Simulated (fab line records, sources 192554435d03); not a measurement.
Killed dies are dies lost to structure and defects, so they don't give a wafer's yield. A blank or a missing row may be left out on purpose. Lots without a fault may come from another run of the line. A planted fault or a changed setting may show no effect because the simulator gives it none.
Chamber matching | flow n5_finfet | N5_BEOL_M1_STRIP_36 on rie_diel-03: 4 sister chambers
The step strips in N2/H2. 14 wafers are shown with their chamber, then 7 later ones without.

WAFERS WITH THEIR CHAMBER
wafer  | chamber | showerhead_plenum_p_Torr (Torr) | throttle_valve_pct (%) | drypump_motor_current_A (A)
L076.2 | 1       | 2.66                            | 23.7                   | 6.2
L076.3 | 3       | 2.60                            | 23.4                   | 6.3
L076.6 | 1       | 2.66                            | 23.7                   | 6.2
L077.3 | 2       | 2.55                            | 23.8                   | 5.5
L077.4 | 1       | 2.66                            | 23.8                   | 6.1
L077.6 | 3       | 2.60                            | 23.4                   | 6.3
L081.4 | 3       | 2.60                            | 23.4                   | 6.2
L081.5 | 0       | 2.45                            | 23.2                   | 6.2
L081.6 | 3       | 2.60                            | 23.4                   | 6.3
L086.2 | 3       | 2.59                            | 23.4                   | 6.2
L086.3 | 0       | 2.44                            | 23.2                   | 6.2
L086.5 | 3       | 2.59                            | 23.4                   | 6.2
L092.1 | 0       | 2.44                            | 23.2                   | 6.2
L092.4 | 3       | 2.59                            | 23.4                   | 6.2

SIGNATURES (means of the wafers above)
reading                  | chamber 0 | chamber 1 | chamber 2 | chamber 3 | scatter within a chamber
showerhead_plenum_p_Torr | 2.4433    | 2.6600    | 2.5500    | 2.5957    | 0.00488
throttle_valve_pct       | 23.200    | 23.733    | 23.800    | 23.400    | 0.0258
drypump_motor_current_A  | 6.200     | 6.167     | 5.500     | 6.243     | 0.0488
Rule: a wafer's distance from a chamber is the root of the sum, over the readings, of the square of ((its reading less the chamber's mean) divided by the reading's scatter). The wafer belongs to the nearest chamber; if the next one is less than 2 further off, it can't be placed. The scatter: the root of (the sum of the squares of (reading less its chamber's mean) over the shown wafers, divided by (wafers less chambers)).

WAFERS WITHOUT THEIR CHAMBER
wafer  | showerhead_plenum_p_Torr (Torr) | throttle_valve_pct (%) | drypump_motor_current_A (A)
L092.6 | 2.44                            | 23.2                   | 6.2
L096.2 | 2.44                            | 23.2                   | 6.2
L096.4 | 2.58                            | 23.4                   | 6.2
L096.5 | 2.64                            | 23.8                   | 6.2
L097.1 | 2.44                            | 23.2                   | 6.2
L097.2 | 2.64                            | 23.8                   | 6.2
L097.5 | 2.44                            | 23.3                   | 6.2

WHICH CHAMBER EACH WENT THROUGH
wafer  | from the rows above | in truth
L092.6 | 0                   | 0
L096.2 | 0                   | 0
L096.4 | 3                   | 3
L096.5 | 1                   | 1
L097.1 | 0                   | 0
L097.2 | 1                   | 1
L097.5 | 0                   | 0
Placed correctly: 7 of 7. Can't be placed from these rows: 0. Placed wrongly: 0.
